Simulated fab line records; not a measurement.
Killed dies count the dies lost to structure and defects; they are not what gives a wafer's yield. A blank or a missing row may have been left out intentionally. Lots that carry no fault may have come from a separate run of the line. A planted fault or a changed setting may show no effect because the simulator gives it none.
fab line records ; flow n5Finfet ; part 1 of 2: steps 1 to 4 of 6
[record] lots = 24; wafers = 72; lastDay = 18
route steps=1938 shown BEOL_M3@1015 BEOL_M4@1045
lots with no fault: from the same line, run without faults
startH: hours from the record's opening day to when the first of the lot's shown wafers began ; waitH: time in hours since the lot's previous step ; " as in the row above ; L1.1+2: one row covering several wafers at once ; - value missing, or start not given ; * or withheld: withheld ; < > ~ a bound
route shown NAME@n: a module of which the file shows steps, and the number in the route of the first ; usual: mean/standard deviation taken from wafers without a fault ; same: alike in all rows ; chamber/n: place in a boat ; sites: readings site by site ; _std_site: the values' standard deviation ; _edge_site: inner sites' mean taken away from outer sites' mean ; radiusMm: how far each site lies from the wafer's centre ; mask NAME#n: copy n ; behind: the most recent tool/chamber to have shaped the wafer ; hold: why the lot went on hold/how many hours it stayed there/how the hold came to an end ; device: the transistor (n, p or np) that didn't switch ; end of line: the same wafers' tests at the end of the route ; a step given without rows: its recipe and nothing more ; killed: dies that structure and defects cost at the first sort, which is not the same as the wafer's yield ; map: shows each die of a wafer: x if killed, . if not, _ if none is there
set.NAME: the setting as run; set.NAME@STEP: as run at that earlier step ; model.NAME: the simulator's own value behind a step, which no gauge read
the route's steps for a sample of lots (tables are steps, rows are wafers)
services: when a tool's chamber went out of use (startH, in hours from the record's first day, below 0 if earlier), for how many hours, and the reason
[[steps]]
[step N5_BEOL_M3_PRE_CLEAN_60]
[recipe] gas = NH3/H2; timeS = 15; tempC = *; rfPowerW = 300
[usual] heaterPowerW = 84/11
lot.wafer;tool;chamber;startH;waitH;heaterPowerW
L074.1;cvdCo-02;2;154.68;0.0;90
L074.2;cvdCo-02;0;154.68;0.0;88
L074.6;cvdCo-02;2;154.68;0.0;92
L075.1;cvdCo-01;2;158.08;0.0;91
L075.4;cvdCo-01;0;158.08;0.0;91
L075.5;cvdCo-01;2;158.08;0.0;92
L076.1;cvdCo-02;0;161.55;0.0;87
L076.2;cvdCo-02;2;161.55;0.0;91
L076.4;cvdCo-02;2;161.55;0.0;94
L078.3;cvdCo-02;1;170.15;0.0;71
L078.5;cvdCo-02;2;170.15;0.0;93
L078.6;cvdCo-02;0;170.15;0.0;90
L077.2;cvdCo-01;1;171.27;0.0;66
L077.5;cvdCo-01;2;171.27;0.0;91
L077.6;cvdCo-01;0;171.27;0.0;93
L079.2;cvdCo-02;0;177.79;0.0;85
L079.4;cvdCo-02;0;177.79;0.0;87
L079.5;cvdCo-02;1;177.79;0.0;69
L080.3;cvdCo-02;2;195.95;0.0;94
L080.5;cvdCo-02;2;195.95;0.0;93
L080.6;cvdCo-02;0;195.95;0.0;88
L081.1;cvdCo-02;1;208.75;0.1;71
L081.3;cvdCo-02;0;208.75;0.1;88
L081.5;cvdCo-02;0;208.75;0.1;86
L084.2;cvdCo-02;0;209.02;0.0;88
L084.3;cvdCo-02;2;209.02;0.0;93
L084.6;cvdCo-02;2;209.02;0.0;91
L082.1;cvdCo-01;0;211.69;0.0;92
L082.4;cvdCo-01;0;211.69;0.0;89
L082.5;cvdCo-01;1;211.69;0.0;65
L083.2;cvdCo-01;1;212.13;0.0;64
L083.5;cvdCo-01;1;212.13;0.0;66
L083.6;cvdCo-01;2;212.13;0.0;89
L085.1;cvdCo-02;0;214.94;0.0;88
L085.5;cvdCo-02;1;214.94;0.0;71
L085.6;cvdCo-02;2;214.94;0.0;91
L086.1;cvdCo-02;1;215.37;0.0;73
L086.2;cvdCo-02;0;215.37;0.0;90
L086.3;cvdCo-02;2;215.37;0.0;95
L087.1;cvdCo-01;0;219.07;0.0;93
L087.3;cvdCo-01;2;219.07;0.0;90
L087.5;cvdCo-01;0;219.07;0.0;91
L089.1;cvdCo-01;0;251.83;0.0;95
L089.2;cvdCo-01;1;251.83;0.0;66
L089.5;cvdCo-01;2;251.83;0.0;91
L088.2;cvdCo-01;0;252.22;0.0;95
L088.3;cvdCo-01;1;252.22;0.0;66
L088.5;cvdCo-01;0;252.22;0.0;94
L090.3;cvdCo-02;1;254.68;0.1;71
L090.5;cvdCo-02;0;254.68;0.1;89
L090.6;cvdCo-02;2;254.68;0.1;92
L091.2;cvdCo-02;2;260.05;0.0;92
L091.4;cvdCo-02;2;260.05;0.0;93
L091.5;cvdCo-02;1;260.05;0.0;73
L092.2;cvdCo-01;0;261.98;0.1;93
L092.3;cvdCo-01;2;261.98;0.1;93
L092.5;cvdCo-01;0;261.98;0.1;93
L093.1;cvdCo-02;2;264.63;0.1;95
L093.3;cvdCo-02;1;264.63;0.1;70
L093.6;cvdCo-02;0;264.63;0.1;91
L095.3;cvdCo-01;0;276.21;0.0;96
L095.4;cvdCo-01;2;276.21;0.0;91
L095.5;cvdCo-01;1;276.21;0.0;64
L094.2;cvdCo-01;2;285.26;0.0;93
L094.3;cvdCo-01;0;285.26;0.0;92
L094.5;cvdCo-01;0;285.26;0.0;93
L097.1;cvdCo-01;0;292.34;0.0;93
L097.2;cvdCo-01;2;292.34;0.0;92
L097.3;cvdCo-01;1;292.34;0.0;66
L096.3;cvdCo-01;0;300.17;0.0;91
L096.4;cvdCo-01;0;300.17;0.0;94
L096.5;cvdCo-01;1;300.17;0.0;65
[step N5_BEOL_M4_STRIP_19]
[recipe] chemistry = O2; powerW = 400; tempC = 40; pressureMtorr = 30; rfFrequencyHz = 6e+07; biasPowerW = 0; overashFraction = 0.2; o2FlowSccm = 225
[usual] chamberPressureMTorr = 30.003/0.027; drypumpMotorCurrentA = 5.8/0.42; o2FlowSccm = 225.0/0.62; oesProductAu = 0.78/0.095; rfVppV = 3.7/0.51; showerheadPlenumPTorr = 2.05/0.066; throttleValvePct = 16.78/0.29
lot.wafer;tool;chamber;startH;waitH;chamberPressureMTorr;drypumpMotorCurrentA;o2FlowSccm;oesProductAu;rfHoursCounterH;rfVppV;showerheadPlenumPTorr;throttleValvePct
L074.1;rieDiel-06;0;156.06;0.1;30.040;5.8;224.5;0.96;11;4.3;2.06;16.52
L074.2;rieDiel-06;1;156.06;0.1;29.987;6.0;224.5;0.75;160;3.7;2.09;16.85
L074.6;rieDiel-06;1;156.06;0.1;29.952;6.0;224.7;0.75;-;3.6;2.09;16.86
L075.1;rieDiel-06;0;160.70;0.1;29.970;5.8;225.7;0.96;13;3.7;2.06;16.52
L075.4;rieDiel-06;0;160.70;0.1;30.018;5.8;224.1;0.95;-;3.3;2.06;16.51
L075.5;rieDiel-06;1;160.70;0.1;30.007;6.0;225.0;0.75;-;3.9;2.09;16.87
L076.1;rieDiel-06;1;164.81;0.1;30.021;6.0;225.4;0.75;164;4.0;2.09;16.87
L076.2;rieDiel-06;0;164.81;0.1;30.008;5.8;224.6;0.94;15;4.4;2.06;16.50
L076.4;rieDiel-06;0;164.81;0.1;30.050;5.8;224.8;0.95;-;4.4;2.06;16.52
L078.3;rieDiel-02;1;172.27;0.1;30.008;5.0;225.3;0.72;183;3.5;1.99;16.64
L078.5;rieDiel-02;1;172.27;0.1;29.967;5.0;224.6;0.72;-;3.4;1.99;16.63
L078.6;rieDiel-02;2;172.27;0.1;30.005;6.1;224.6;0.75;-;5.1;2.18;17.14
L077.2;rieDiel-02;3;173.19;0.2;30.018;6.1;225.0;0.71;194;3.7;1.99;17.17
L077.5;rieDiel-02;2;173.19;0.2;30.003;6.2;225.3;0.74;-;2.9;2.18;17.12
L077.6;rieDiel-02;1;173.19;0.2;29.962;5.0;224.6;0.72;-;3.6;1.99;16.63
L079.2;rieDiel-02;0;182.54;0.1;30.013;5.9;224.0;0.71;214;3.0;1.99;16.90
L079.4;rieDiel-02;3;182.54;0.1;29.997;6.1;226.1;0.71;-;3.4;1.99;17.15
L079.5;rieDiel-02;1;182.54;0.1;30.009;5.0;225.3;0.72;-;3.4;1.99;16.65
L080.3;rieDiel-02;2;199.78;0.1;30.009;6.1;224.8;0.74;190;3.9;2.18;17.14
L080.5;rieDiel-02;0;199.78;0.1;30.004;5.9;225.4;0.70;-;3.9;1.99;16.91
L080.6;rieDiel-02;2;199.78;0.1;30.021;6.2;225.8;0.74;-;3.8;2.18;17.15
L081.1;rieDiel-05;1;211.96;0.1;29.999;5.1;225.2;0.92;32;3.5;2.04;16.38
L081.3;rieDiel-05;3;211.96;0.1;29.948;5.8;225.1;0.71;230;3.7;2.06;16.73
L081.5;rieDiel-05;2;211.96;0.1;29.974;6.2;224.6;0.91;-;4.1;2.13;16.59
L084.2;rieDiel-02;3;212.18;0.1;30.050;6.1;223.1;0.71;208;3.3;1.98;17.18
L084.3;rieDiel-02;1;212.18;0.1;29.950;5.0;224.5;0.72;195;3.4;1.99;16.66
L084.6;rieDiel-02;2;212.18;0.1;30.003;6.2;225.0;0.74;-;2.6;2.17;17.15
L082.1;rieDiel-02;0;213.06;0.1;29.992;5.9;225.5;0.70;226;4.0;1.99;16.92
L082.4;rieDiel-02;1;213.06;0.1;29.969;5.0;225.7;0.71;195;4.4;1.99;16.66
L082.5;rieDiel-02;1;213.06;0.1;30.015;5.0;225.8;0.71;-;3.4;1.99;16.68
L083.2;rieDiel-06;0;215.41;0.3;30.021;5.8;225.2;0.91;34;4.3;2.05;16.55
L083.5;rieDiel-06;3;215.41;0.3;30.036;6.2;225.5;0.75;-;3.4;2.01;16.77
L083.6;rieDiel-06;0;215.41;0.3;29.992;5.8;224.5;0.90;-;3.0;2.05;16.57
L085.1;rieDiel-02;1;216.60;0.1;30.060;5.0;224.9;0.71;197;4.1;1.99;16.67
L085.5;rieDiel-02;1;216.60;0.1;30.029;5.0;224.6;0.71;-;3.5;1.99;16.65
L085.6;rieDiel-02;0;216.60;0.1;29.993;5.9;224.2;0.70;-;3.4;1.99;16.91
L086.1;rieDiel-05;0;217.24;0.1;30.000;5.6;225.2;0.83;74;3.2;2.03;16.49
L086.2;rieDiel-05;3;217.24;0.1;29.964;5.8;225.4;0.71;232;2.4;2.06;16.74
L086.3;rieDiel-05;2;217.24;0.1;29.967;6.2;224.5;0.91;18;4.4;2.13;16.60
L087.1;rieDiel-02;3;220.93;0.1;30.015;6.1;224.6;0.71;212;3.4;1.98;17.18
L087.3;rieDiel-02;1;220.93;0.1;29.993;5.0;225.4;0.71;198;3.5;1.99;16.66
L087.5;rieDiel-02;2;220.93;0.1;29.991;6.2;224.1;0.73;-;2.8;2.17;17.16
L089.1;rieDiel-05;3;254.43;0.1;30.023;5.7;225.6;0.70;247;3.3;2.05;16.78
L089.2;rieDiel-05;1;254.43;0.1;29.994;5.1;225.3;0.89;49;4.1;2.04;16.40
L089.5;rieDiel-05;3;254.43;0.1;29.989;5.7;224.7;0.70;-;4.1;2.05;16.76
L088.2;rieDiel-05;2;254.67;0.1;30.026;6.2;224.6;0.88;33;2.2;2.13;16.62
L088.3;rieDiel-05;1;254.67;0.1;30.022;5.1;225.3;0.89;49;3.2;2.04;16.41
L088.5;rieDiel-05;2;254.67;0.1;29.979;6.2;223.3;0.87;-;4.1;2.13;16.61
L090.3;rieDiel-05;2;256.14;0.1;29.984;6.3;225.7;0.87;34;4.2;2.13;16.61
L090.5;rieDiel-05;2;256.14;0.1;30.022;6.3;225.1;0.87;-;3.8;2.13;16.62
L090.6;rieDiel-05;1;256.14;0.1;29.995;5.1;225.6;0.88;-;4.1;2.04;16.42
L091.2;rieDiel-05;2;262.07;0.2;29.969;6.2;225.5;0.87;37;3.9;2.13;16.64
L091.4;rieDiel-05;1;262.07;0.2;29.947;5.1;225.8;0.88;-;3.0;2.03;16.41
L091.5;rieDiel-05;2;262.07;0.2;30.056;6.2;224.5;0.87;-;3.8;2.13;16.62
L092.2;rieDiel-02;1;264.24;0.1;30.021;5.0;225.7;0.69;214;3.8;1.98;16.69
L092.3;rieDiel-02;3;264.24;0.1;29.999;6.1;225.5;0.69;226;4.2;1.98;17.21
L092.5;rieDiel-02;1;264.24;0.1;30.028;5.0;226.1;0.70;-;3.6;1.98;16.71
L093.1;rieDiel-02;2;267.49;0.1;29.983;6.1;224.8;0.72;215;2.9;2.17;17.19
L093.3;rieDiel-02;3;267.49;0.1;29.939;6.1;225.2;0.69;227;3.8;1.98;17.21
L093.6;rieDiel-02;2;267.49;0.1;30.017;6.2;224.4;0.71;-;3.9;2.17;17.19
L095.3;rieDiel-02;1;277.74;0.1;29.977;5.0;223.8;0.69;219;3.5;1.98;16.70
L095.4;rieDiel-02;3;277.74;0.1;29.977;6.1;225.7;0.69;231;3.9;1.98;17.22
L095.5;rieDiel-02;2;277.74;0.1;30.044;6.2;226.6;0.72;-;3.6;2.17;17.20
L094.2;rieDiel-06;0;288.75;0.1;30.021;5.8;225.0;0.87;58;3.1;2.04;16.60
L094.3;rieDiel-06;2;288.75;0.1;30.015;5.9;224.9;0.88;53;3.9;2.05;16.33
L094.5;rieDiel-06;2;288.75;0.1;29.990;5.9;224.4;0.87;-;3.4;2.05;16.36
L097.1;rieDiel-06;0;296.13;0.2;29.969;5.8;225.1;0.87;60;5.2;2.04;16.61
L097.2;rieDiel-06;3;296.13;0.2;29.999;6.2;225.0;0.72;204;3.5;2.00;16.83
L097.3;rieDiel-06;1;296.13;0.2;30.048;6.0;225.6;0.71;207;3.6;2.08;16.95
L096.3;rieDiel-02;3;302.82;0.2;29.973;6.1;225.4;0.68;241;3.3;1.97;17.23
L096.4;rieDiel-02;1;302.82;0.2;29.955;5.0;224.7;0.68;-;3.9;1.98;16.71
L096.5;rieDiel-02;2;302.82;0.2;30.007;6.1;224.9;0.71;-;4.7;2.16;17.21
[step N5_BEOL_M4_CD_MEAS_28]
[recipe] targetCdNm = 26.2; landingEnergyEv = 500; detector = seInlens; targetCdYNm = 24.1; polarity = opening
[usual] cdNm = 26.18/0.25
[same] landingEnergyEv = 500
lot.wafer;tool;chamber;startH;waitH;cdNm
L074.1;cdSem-01;0;156.45;-;26.55
L074.2;cdSem-01;0;156.45;-;26.34
L074.6;cdSem-01;0;156.45;-;26.27
L075.1;cdSem-01;0;161.21;-;26.12
L075.4;cdSem-01;0;161.21;-;26.07
L075.5;cdSem-01;0;161.21;-;25.78
L076.1;cdSem-02;0;165.32;-;26.31
L076.2;cdSem-02;0;165.32;-;25.86
L076.4;cdSem-02;0;165.32;-;26.18
L078.3;cdSem-01;0;172.72;-;25.91
L078.5;cdSem-01;0;172.72;-;25.69
L078.6;cdSem-01;0;172.72;-;26.49
L077.2;cdSem-01;0;173.71;-;25.94
L077.5;cdSem-01;0;173.71;-;26.22
L077.6;cdSem-01;0;173.71;-;26.11
L079.2;cdSem-01;0;182.93;-;26.02
L079.4;cdSem-01;0;182.93;-;26.40
L079.5;cdSem-01;0;182.93;-;25.87
L080.3;cdSem-02;0;200.21;-;26.03
L080.5;cdSem-02;0;200.21;-;25.56
L080.6;cdSem-02;0;200.21;-;26.06
L081.1;cdSem-02;0;212.35;-;26.11
L081.3;cdSem-02;0;212.35;-;25.78
L081.5;cdSem-02;0;212.35;-;26.02
L084.2;cdSem-03;0;212.57;-;26.33
L084.3;cdSem-03;0;212.57;-;25.95
L084.6;cdSem-03;0;212.57;-;26.28
L082.1;cdSem-02;0;213.44;-;26.46
L082.4;cdSem-02;0;213.44;-;26.53
L082.5;cdSem-02;0;213.44;-;26.15
L083.2;cdSem-01;0;215.80;-;25.80
L083.5;cdSem-01;0;215.80;-;26.07
L083.6;cdSem-01;0;215.80;-;26.17
L085.1;cdSem-02;0;217.12;-;26.13
L085.5;cdSem-02;0;217.12;-;26.19
L085.6;cdSem-02;0;217.12;-;25.79
L086.1;cdSem-03;0;217.75;-;26.32
L086.2;cdSem-03;0;217.75;-;26.19
L086.3;cdSem-03;0;217.75;-;25.98
L087.1;cdSem-02;0;221.31;-;26.48
L087.3;cdSem-02;0;221.31;-;25.94
L087.5;cdSem-02;0;221.31;-;26.44
L089.1;cdSem-03;0;254.82;-;26.71
L089.2;cdSem-03;0;254.82;-;26.51
L089.5;cdSem-03;0;254.82;-;26.64
L088.2;cdSem-02;0;255.10;-;26.11
L088.3;cdSem-02;0;255.10;-;26.38
L088.5;cdSem-02;0;255.10;-;26.24
L090.3;cdSem-02;0;256.66;-;26.19
L090.5;cdSem-02;0;256.66;-;26.42
L090.6;cdSem-02;0;256.66;-;25.97
L091.2;cdSem-03;0;262.46;-;26.14
L091.4;cdSem-03;0;262.46;-;26.14
L091.5;cdSem-03;0;262.46;-;26.14
L092.2;cdSem-03;0;264.63;-;26.11
L092.3;cdSem-03;0;264.63;-;25.66
L092.5;cdSem-03;0;264.63;-;26.22
L093.1;cdSem-01;0;267.88;-;26.68
L093.3;cdSem-01;0;267.88;-;26.48
L093.6;cdSem-01;0;267.88;-;26.34
L095.3;cdSem-02;0;278.13;-;25.89
L095.4;cdSem-02;0;278.13;-;25.82
L095.5;cdSem-02;0;278.13;-;26.38
L094.2;cdSem-02;0;289.14;-;26.32
L094.3;cdSem-02;0;289.14;-;26.33
L094.5;cdSem-02;0;289.14;-;25.98
L097.1;cdSem-03;0;296.51;-;26.22
L097.2;cdSem-03;0;296.51;-;26.44
L097.3;cdSem-03;0;296.51;-;25.86
L096.3;cdSem-03;0;303.21;-;26.51
L096.4;cdSem-03;0;303.21;-;26.54
L096.5;cdSem-03;0;303.21;-;26.54
[step N5_BEOL_M4_ETCH_69]
[recipe] chemistry = CF4; target = SiARC; targetDepthA = 156; maskMaterial = CAR-EUV; timeS = 26; ionEnergyEv = 80; pressureMtorr = 40; sourceW = 545; biasW = 36; Ar_flow_sccm = 100; cf4FlowSccm = 100; ends = cleared
[usual] chamberPressureMTorr = 40.00/0.038; drypumpMotorCurrentA = 5.8/0.36; etchRfOnTimeS = 25.9/0.38; oesProductAu = 0.69/0.079; rfVppV = 183.6/1.1; showerheadPlenumPTorr = 2.11/0.05; throttleValvePct = 15.64/0.28
lot.wafer;tool;chamber;startH;waitH;chamberPressureMTorr;drypumpMotorCurrentA;etchRfOnTimeS;oesProductAu;rfHoursCounterH;rfVppV;showerheadPlenumPTorr;throttleValvePct
L074.1;rieDiel-02;0;156.63;0.0;39.94;5.9;27.0;0.60;206;183.1;2.03;15.75
L074.2;rieDiel-02;2;156.63;0.0;40.02;6.2;26.2;0.64;174;185.5;2.22;16.01
L074.6;rieDiel-02;2;156.63;0.0;39.98;6.2;26.4;0.64;-;183.9;2.22;16.03
L075.1;rieDiel-06;1;161.39;0.0;39.93;5.9;26.0;0.64;162;183.5;2.14;15.79
L075.4;rieDiel-06;0;161.39;0.0;40.01;5.8;25.8;0.81;-;184.3;2.11;15.47
L075.5;rieDiel-06;2;161.39;0.0;39.98;5.9;25.7;0.84;-;183.5;2.11;15.15
L076.1;rieDiel-06;2;165.55;0.0;39.96;5.9;25.6;0.83;8;184.1;2.11;15.14
L076.2;rieDiel-06;0;165.55;0.0;40.04;5.8;25.6;0.80;15;183.5;2.10;15.45
L076.4;rieDiel-06;1;165.55;0.0;39.97;6.0;26.1;0.63;-;184.5;2.13;15.79
L078.3;rieDiel-05;1;172.91;0.0;39.93;5.1;25.9;0.80;19;182.5;2.10;15.30
L078.5;rieDiel-05;2;172.91;0.0;40.06;6.3;25.7;0.83;-;182.4;2.19;15.53
L078.6;rieDiel-05;3;172.91;0.0;40.04;5.8;26.0;0.61;-;185.6;2.12;15.74
L077.2;rieDiel-02;0;173.98;0.0;40.06;5.8;26.7;0.60;212;183.0;2.03;15.78
L077.5;rieDiel-02;3;173.98;0.0;40.00;6.1;25.7;0.61;-;182.6;2.05;16.17
L077.6;rieDiel-02;2;173.98;0.0;40.01;6.1;26.0;0.64;-;185.2;2.21;16.04
L079.2;rieDiel-05;3;183.11;0.0;40.01;5.7;25.7;0.61;221;182.5;2.12;15.74
L079.4;rieDiel-05;2;183.11;0.0;39.95;6.2;25.6;0.82;4;183.4;2.19;15.54
L079.5;rieDiel-05;0;183.11;0.0;40.01;5.6;25.6;0.73;-;182.5;2.08;15.44
L080.3;rieDiel-02;2;200.38;0.0;40.01;6.2;26.4;0.64;191;184.6;2.21;16.04
L080.5;rieDiel-02;3;200.38;0.0;40.00;6.1;25.9;0.60;-;183.5;2.05;16.18
L080.6;rieDiel-02;0;200.38;0.0;39.96;5.9;27.1;0.59;-;183.5;2.03;15.79
L081.1;rieDiel-06;0;212.58;0.0;40.07;5.8;26.0;0.77;33;183.2;2.10;15.51
L081.3;rieDiel-06;3;212.58;0.0;39.98;6.2;26.1;0.64;173;183.9;2.06;15.73
L081.5;rieDiel-06;1;212.58;0.0;39.92;6.0;26.7;0.62;-;184.7;2.13;15.82
L084.2;rieDiel-06;3;212.79;0.0;40.01;6.2;26.1;0.64;173;183.3;2.06;15.74
L084.3;rieDiel-06;2;212.79;0.0;39.98;5.9;25.7;0.79;24;184.4;2.10;15.17
L084.6;rieDiel-06;1;212.79;0.0;39.97;5.9;26.3;0.62;-;183.6;2.13;15.82
L082.1;rieDiel-05;1;213.78;0.0;40.05;5.1;25.8;0.78;33;182.5;2.09;15.34
L082.4;rieDiel-05;3;213.78;0.0;40.04;5.7;25.3;0.61;230;184.5;2.12;15.76
L082.5;rieDiel-05;3;213.78;0.0;40.00;5.7;25.4;0.61;-;184.9;2.12;15.76
L083.2;rieDiel-05;0;215.98;0.0;39.97;5.6;25.7;0.72;74;183.2;2.08;15.46
L083.5;rieDiel-05;0;215.98;0.0;40.00;5.7;25.7;0.71;-;184.0;2.08;15.46
L083.6;rieDiel-05;3;215.98;0.0;40.02;5.7;25.8;0.60;-;183.7;2.12;15.77
L085.1;rieDiel-02;0;217.29;0.0;40.04;5.9;27.0;0.59;228;182.2;2.03;15.80
L085.5;rieDiel-02;2;217.29;0.0;39.97;6.2;26.1;0.63;-;185.5;2.21;16.08
L085.6;rieDiel-02;1;217.29;0.0;39.98;5.0;26.1;0.62;-;181.9;2.05;15.67
L086.1;rieDiel-05;2;218.11;0.0;40.01;6.2;25.6;0.78;18;184.4;2.19;15.56
L086.2;rieDiel-05;3;218.11;0.0;39.93;5.7;25.8;0.61;232;183.9;2.12;15.78
L086.3;rieDiel-05;1;218.11;0.0;39.98;5.1;26.1;0.77;34;184.1;2.09;15.34
L087.1;rieDiel-02;3;221.60;0.0;40.00;6.1;25.7;0.61;212;181.3;2.04;16.20
L087.3;rieDiel-02;1;221.60;0.0;40.07;5.0;26.2;0.61;198;183.0;2.05;15.69
L087.5;rieDiel-02;3;221.60;0.0;40.04;6.1;25.6;0.60;-;181.2;2.04;16.20
L089.1;rieDiel-05;1;255.00;0.0;39.99;5.1;26.0;0.76;49;183.7;2.09;15.37
L089.2;rieDiel-05;3;255.00;0.0;39.95;5.7;25.8;0.59;247;182.4;2.11;15.80
L089.5;rieDiel-05;1;255.00;0.0;40.05;5.1;26.0;0.76;-;183.0;2.09;15.37
L088.2;rieDiel-06;0;255.60;0.0;39.94;5.7;25.7;0.76;49;183.8;2.09;15.53
L088.3;rieDiel-06;3;255.60;0.0;40.06;6.2;26.2;0.63;189;184.4;2.05;15.76
L088.5;rieDiel-06;0;255.60;0.0;39.95;5.8;25.9;0.76;-;183.3;2.09;15.50
L090.3;rieDiel-05;3;257.36;0.0;40.03;5.7;25.8;0.60;249;182.5;2.11;15.78
L090.5;rieDiel-05;1;257.36;0.0;40.02;5.1;26.0;0.76;-;183.6;2.09;15.39
L090.6;rieDiel-05;2;257.36;0.0;39.99;6.2;25.8;0.75;-;184.3;2.18;15.59
L091.2;rieDiel-02;3;263.20;0.0;40.01;6.1;25.6;0.60;226;182.9;2.04;16.23
L091.4;rieDiel-02;1;263.20;0.0;40.04;5.0;26.3;0.60;214;183.4;2.04;15.70
L091.5;rieDiel-02;1;263.20;0.0;40.05;5.0;26.3;0.60;-;181.8;2.04;15.70
L092.2;rieDiel-06;0;265.19;0.0;40.02;5.8;25.8;0.75;53;182.1;2.09;15.55
L092.3;rieDiel-06;1;265.19;0.0;40.09;6.0;26.0;0.62;196;183.3;2.12;15.86
L092.5;rieDiel-06;2;265.19;0.0;40.02;5.9;25.5;0.77;-;183.1;2.09;15.21
L093.1;rieDiel-05;2;268.11;0.0;39.98;6.2;25.3;0.75;40;187.2;2.18;15.61
L093.3;rieDiel-05;0;268.11;0.0;40.01;5.6;25.4;0.70;88;182.4;2.07;15.50
L093.6;rieDiel-05;1;268.11;0.0;39.96;5.1;25.7;0.75;-;183.0;2.08;15.38
L095.3;rieDiel-05;2;278.31;0.0;40.02;6.3;25.5;0.74;45;184.1;2.18;15.61
L095.4;rieDiel-05;1;278.31;0.0;40.01;5.1;25.7;0.75;-;182.8;2.08;15.37
L095.5;rieDiel-05;0;278.31;0.0;39.97;5.7;25.2;0.70;-;183.2;2.07;15.49
L094.2;rieDiel-05;0;289.66;0.0;39.95;5.6;25.5;0.69;98;183.0;2.07;15.50
L094.3;rieDiel-05;3;289.66;0.0;40.02;5.7;25.3;0.84;2;182.2;2.11;15.32
L094.5;rieDiel-05;1;289.66;0.0;39.96;5.1;26.1;0.74;-;183.1;2.08;15.40
L097.1;rieDiel-06;0;296.69;0.0;40.02;5.8;26.0;0.74;61;184.5;2.09;15.56
L097.2;rieDiel-06;2;296.69;0.0;39.98;5.9;25.8;0.74;55;183.2;2.09;15.23
L097.3;rieDiel-06;1;296.69;0.0;40.01;6.0;26.4;0.60;208;185.0;2.12;15.87
L096.3;rieDiel-06;0;303.39;0.0;39.98;5.8;25.9;0.74;62;184.2;2.09;15.55
L096.4;rieDiel-06;3;303.39;0.0;40.00;6.1;26.1;0.62;206;182.7;2.05;15.81
L096.5;rieDiel-06;2;303.39;0.0;39.99;5.9;25.6;0.74;-;184.7;2.09;15.24
